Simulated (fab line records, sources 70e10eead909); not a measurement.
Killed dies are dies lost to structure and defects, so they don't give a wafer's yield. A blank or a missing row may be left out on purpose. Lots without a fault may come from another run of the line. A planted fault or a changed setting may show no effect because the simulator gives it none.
A sampling plan put to the test | flow nand_harc | one fab line, 31 faults that these records tell of, each judged on the records of the lots that it struck
The plan is the line's own looks: the steps of the route at which a gauge or an inspection reads the wafer and doesn't change it. A look can be judged if struck wafers have a number there and the file gives its usual mean and standard deviation on fault-free wafers. Caught: at a look after the fault's first step, the mean of the struck wafers lies 4 or more of those standard deviations (sigma) from the usual mean. On the tool: the same test on the tool's own readings at the fault's steps. Another recipe on the struck wafers, or a record that is blank for them alone, also counts as caught.

THE FAULTS, as the simulator had put them in
1. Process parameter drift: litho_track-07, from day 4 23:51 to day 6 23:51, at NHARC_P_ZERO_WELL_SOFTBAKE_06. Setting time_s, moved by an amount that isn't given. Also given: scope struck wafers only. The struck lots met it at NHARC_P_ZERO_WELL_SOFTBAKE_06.
2. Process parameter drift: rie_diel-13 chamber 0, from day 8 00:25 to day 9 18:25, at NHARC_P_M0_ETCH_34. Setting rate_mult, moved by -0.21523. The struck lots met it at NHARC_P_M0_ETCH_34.
3. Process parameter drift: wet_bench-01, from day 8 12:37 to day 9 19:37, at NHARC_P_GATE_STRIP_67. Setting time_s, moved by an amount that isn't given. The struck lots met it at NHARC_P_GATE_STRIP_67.
4. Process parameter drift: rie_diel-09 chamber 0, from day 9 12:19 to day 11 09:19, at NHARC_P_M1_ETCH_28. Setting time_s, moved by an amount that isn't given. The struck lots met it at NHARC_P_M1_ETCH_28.
5. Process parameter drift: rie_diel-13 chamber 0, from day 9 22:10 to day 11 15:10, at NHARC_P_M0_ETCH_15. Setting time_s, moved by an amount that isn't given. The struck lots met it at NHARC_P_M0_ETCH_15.
6. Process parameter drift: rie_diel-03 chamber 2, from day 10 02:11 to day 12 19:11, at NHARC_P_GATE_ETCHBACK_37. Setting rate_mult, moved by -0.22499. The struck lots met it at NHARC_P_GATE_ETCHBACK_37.
7. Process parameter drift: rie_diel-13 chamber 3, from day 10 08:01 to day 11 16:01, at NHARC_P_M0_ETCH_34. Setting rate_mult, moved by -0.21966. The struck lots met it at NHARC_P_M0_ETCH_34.
8. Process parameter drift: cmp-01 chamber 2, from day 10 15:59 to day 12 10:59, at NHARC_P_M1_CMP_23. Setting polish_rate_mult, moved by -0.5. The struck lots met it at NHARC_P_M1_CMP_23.
9. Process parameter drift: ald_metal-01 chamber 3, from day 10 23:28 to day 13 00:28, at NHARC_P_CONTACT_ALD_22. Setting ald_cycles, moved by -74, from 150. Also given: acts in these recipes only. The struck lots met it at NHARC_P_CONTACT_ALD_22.
10. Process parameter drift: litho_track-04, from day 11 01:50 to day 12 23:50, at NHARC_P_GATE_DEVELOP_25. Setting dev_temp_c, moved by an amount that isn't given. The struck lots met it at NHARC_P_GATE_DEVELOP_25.
11. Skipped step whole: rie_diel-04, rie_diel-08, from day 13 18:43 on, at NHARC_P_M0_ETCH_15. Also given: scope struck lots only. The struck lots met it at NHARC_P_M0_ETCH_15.
12. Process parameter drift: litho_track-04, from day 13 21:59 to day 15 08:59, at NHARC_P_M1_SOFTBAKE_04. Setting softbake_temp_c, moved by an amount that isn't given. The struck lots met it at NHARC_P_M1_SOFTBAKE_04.
13. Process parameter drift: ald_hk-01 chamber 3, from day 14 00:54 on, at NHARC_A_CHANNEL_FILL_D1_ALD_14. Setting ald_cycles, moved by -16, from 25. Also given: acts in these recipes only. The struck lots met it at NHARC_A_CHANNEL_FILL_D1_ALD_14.
14. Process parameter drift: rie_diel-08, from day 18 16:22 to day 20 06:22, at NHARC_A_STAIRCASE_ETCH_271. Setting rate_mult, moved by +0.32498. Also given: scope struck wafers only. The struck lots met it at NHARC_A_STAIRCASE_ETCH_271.
15. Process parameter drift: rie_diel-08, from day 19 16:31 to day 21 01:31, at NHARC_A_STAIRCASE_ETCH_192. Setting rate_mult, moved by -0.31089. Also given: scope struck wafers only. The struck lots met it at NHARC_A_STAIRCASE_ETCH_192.
16. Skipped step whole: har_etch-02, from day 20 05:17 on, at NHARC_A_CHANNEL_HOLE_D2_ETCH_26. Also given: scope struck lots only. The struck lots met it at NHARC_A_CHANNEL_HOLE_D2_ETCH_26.
17. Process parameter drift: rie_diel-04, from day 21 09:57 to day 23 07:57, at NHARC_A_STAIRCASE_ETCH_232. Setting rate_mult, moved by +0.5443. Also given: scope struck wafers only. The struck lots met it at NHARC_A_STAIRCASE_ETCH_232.
18. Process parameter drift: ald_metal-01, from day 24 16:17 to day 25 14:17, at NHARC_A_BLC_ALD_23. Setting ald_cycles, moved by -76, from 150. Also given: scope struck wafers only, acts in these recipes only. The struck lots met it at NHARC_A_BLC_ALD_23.
19. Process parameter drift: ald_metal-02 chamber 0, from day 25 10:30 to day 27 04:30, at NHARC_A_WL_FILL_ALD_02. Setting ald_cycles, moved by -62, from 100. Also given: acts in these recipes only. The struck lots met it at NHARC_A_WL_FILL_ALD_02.
20. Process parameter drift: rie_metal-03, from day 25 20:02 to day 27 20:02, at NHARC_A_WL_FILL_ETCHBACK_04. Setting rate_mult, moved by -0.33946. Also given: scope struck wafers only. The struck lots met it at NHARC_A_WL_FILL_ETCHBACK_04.
21. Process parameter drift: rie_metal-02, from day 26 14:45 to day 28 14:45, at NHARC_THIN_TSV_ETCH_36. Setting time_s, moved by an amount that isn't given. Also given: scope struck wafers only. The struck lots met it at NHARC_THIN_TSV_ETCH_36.
22. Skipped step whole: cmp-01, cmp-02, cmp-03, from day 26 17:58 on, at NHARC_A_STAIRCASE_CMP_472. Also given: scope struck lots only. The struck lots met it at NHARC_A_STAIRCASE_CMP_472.
23. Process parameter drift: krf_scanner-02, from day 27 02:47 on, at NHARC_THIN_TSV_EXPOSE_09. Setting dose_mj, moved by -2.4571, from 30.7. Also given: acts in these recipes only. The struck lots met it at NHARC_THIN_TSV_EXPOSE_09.
24. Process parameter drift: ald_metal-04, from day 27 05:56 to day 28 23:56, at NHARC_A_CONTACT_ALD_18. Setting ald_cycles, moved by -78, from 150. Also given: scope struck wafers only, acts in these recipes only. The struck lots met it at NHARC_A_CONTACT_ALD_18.
25. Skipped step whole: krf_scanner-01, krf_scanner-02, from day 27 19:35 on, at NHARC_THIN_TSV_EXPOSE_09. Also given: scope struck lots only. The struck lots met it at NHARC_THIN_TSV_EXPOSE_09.
26. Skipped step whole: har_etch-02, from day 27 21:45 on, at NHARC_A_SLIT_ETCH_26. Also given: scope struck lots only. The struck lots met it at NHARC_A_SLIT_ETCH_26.
27. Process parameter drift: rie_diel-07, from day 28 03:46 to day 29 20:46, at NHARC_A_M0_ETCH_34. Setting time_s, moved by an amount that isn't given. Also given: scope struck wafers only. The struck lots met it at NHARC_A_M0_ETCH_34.
28. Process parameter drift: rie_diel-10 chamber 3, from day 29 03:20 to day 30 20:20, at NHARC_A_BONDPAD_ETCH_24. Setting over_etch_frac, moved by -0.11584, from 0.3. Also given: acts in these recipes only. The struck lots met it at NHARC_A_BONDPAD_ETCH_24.
29. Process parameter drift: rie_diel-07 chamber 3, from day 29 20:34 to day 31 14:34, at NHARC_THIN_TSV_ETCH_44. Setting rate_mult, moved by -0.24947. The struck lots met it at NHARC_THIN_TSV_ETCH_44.
30. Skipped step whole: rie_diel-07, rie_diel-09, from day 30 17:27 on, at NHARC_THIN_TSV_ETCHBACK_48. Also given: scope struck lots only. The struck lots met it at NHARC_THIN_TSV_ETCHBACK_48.
31. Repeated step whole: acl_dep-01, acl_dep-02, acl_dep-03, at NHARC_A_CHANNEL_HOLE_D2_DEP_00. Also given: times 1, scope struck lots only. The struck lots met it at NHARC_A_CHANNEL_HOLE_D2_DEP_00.

WHAT THE PLAN SAW
fault | on the tool itself                               | first look that catches it                      | reading, sigma                                               | median hours from its first step to that look | hours from the fault's start to the first struck lot there | judged looks passed uncaught
1     | heater_power_total_W +4.3 sigma                  | none of the 2 looks that can be judged after it | strongest: raw_defect_count at NHARC_P_GATE_INSPECT_28, +2.5 | -                                             | -                                                          | 2
2     | oes_product_au -15 sigma                         | not the one look that can be judged after it    | strongest: sort_bin_4_pct at NHARC_END_SORT_01, +2.4         | -                                             | -                                                          | 1
3     | run_length_s -99 or beyond sigma                 | no look after it can be judged                  | -                                                            | -                                             | -                                                          | 0
4     | run_length_s -53 sigma                           | no look after it can be judged                  | -                                                            | -                                             | -                                                          | 0
5     | run_length_s -25 sigma                           | no look after it can be judged                  | -                                                            | -                                             | -                                                          | 0
6     | oes_product_au -4.5 sigma                        | not the one look that can be judged after it    | -                                                            | -                                             | -                                                          | 1
7     | oes_product_au -15 sigma                         | no look after it can be judged                  | -                                                            | -                                             | -                                                          | 0
8     | time_to_endpoint_s +4.2 sigma                    | NHARC_P_M1_INSPECT_27                           | raw_defect_count +12                                         | 0.5                                           | 21                                                         | 1
9     | under 2 sigma                                    | no look after it can be judged                  | -                                                            | -                                             | -                                                          | 0
10    | developer_temp_C -20 sigma                       | no look after it can be judged                  | -                                                            | -                                             | -                                                          | 0
11    | the tool's record is blank for the struck wafers | no look after it can be judged                  | -                                                            | -                                             | -                                                          | 0
12    | heater_power_total_W -38 sigma                   | no look after it can be judged                  | -                                                            | -                                             | -                                                          | 0
13    | under 2 sigma                                    | not the one look that can be judged after it    | -                                                            | -                                             | -                                                          | 1
14    | oes_product_au +7.6 sigma                        | no look after it can be judged                  | -                                                            | -                                             | -                                                          | 0
15    | oes_product_au -14 sigma                         | no look after it can be judged                  | -                                                            | -                                             | -                                                          | 0
16    | the tool's record is blank for the struck wafers | not the one look that can be judged after it    | -                                                            | -                                             | -                                                          | 1
17    | oes_product_au +20 sigma                         | no look after it can be judged                  | -                                                            | -                                             | -                                                          | 0
18    | under 2 sigma                                    | no look after it can be judged                  | -                                                            | -                                             | -                                                          | 0
19    | under 2 sigma                                    | no look after it can be judged                  | -                                                            | -                                             | -                                                          | 0
20    | oes_product_au -19 sigma                         | no look after it can be judged                  | -                                                            | -                                             | -                                                          | 0
21    | run_length_s -11 sigma                           | no look after it can be judged                  | -                                                            | -                                             | -                                                          | 0
22    | the tool's record is blank for the struck wafers | no look after it can be judged                  | -                                                            | -                                             | -                                                          | 0
23    | exposure_dose_mJ_cm2 -71 sigma                   | not the one look that can be judged after it    | -                                                            | -                                             | -                                                          | 1
24    | under 2 sigma                                    | no look after it can be judged                  | -                                                            | -                                             | -                                                          | 0
25    | no reading that can be judged                    | no look after it can be judged                  | -                                                            | -                                             | -                                                          | 0
26    | the tool's record is blank for the struck wafers | no look after it can be judged                  | -                                                            | -                                             | -                                                          | 0
27    | run_length_s -19 sigma                           | none of the 2 looks that can be judged after it | -                                                            | -                                             | -                                                          | 2
28    | under 2 sigma                                    | no look after it can be judged                  | -                                                            | -                                             | -                                                          | 0
29    | oes_product_au -15 sigma                         | no look after it can be judged                  | -                                                            | -                                             | -                                                          | 0
30    | the tool's record is blank for the struck wafers | no look after it can be judged                  | -                                                            | -                                             | -                                                          | 0
31    | under 2 sigma                                    | not the one look that can be judged after it    | -                                                            | -                                             | -                                                          | 1
A dash: the fault isn't caught, or these records don't give the number.

Caught at a look: 1 of 31. Caught on the tool: 23 of 31. By one or the other: 23 of 31.
Caught on the tool alone: faults 1, 2, 3, 4, 5, 6, 7, 10, 11, 12, 14, 15, 16, 17, 20, 21, 22, 23, 26, 27, 29, 30.
Caught by neither: faults 9, 13, 18, 19, 24, 25, 28, 31.

THINNER SAMPLING
If the look that catches a fault measured only every second or every third lot, by lot number, the first struck lot would be measured this late in the worst case:
fault | struck lots at that look, in order of time | every lot | every second lot | every third lot
8     | L871, L872                                 | 21 h      | 24 h             | may miss all 2
Hours are from the fault's start to the first struck lot that is measured. The limit of 4 sigma was tested on all struck wafers together, so one lot alone may lie under it. Other struck lots may not be in these records.

THE LONGEST TIMED WAY FROM STEP TO LOOK
Fault 8: a median of 0.5 hours passes between NHARC_P_M1_CMP_23 and NHARC_P_M1_INSPECT_27. The look between them that can be judged stayed within 4 sigma: NHARC_P_M1_THK_MEAS_24.
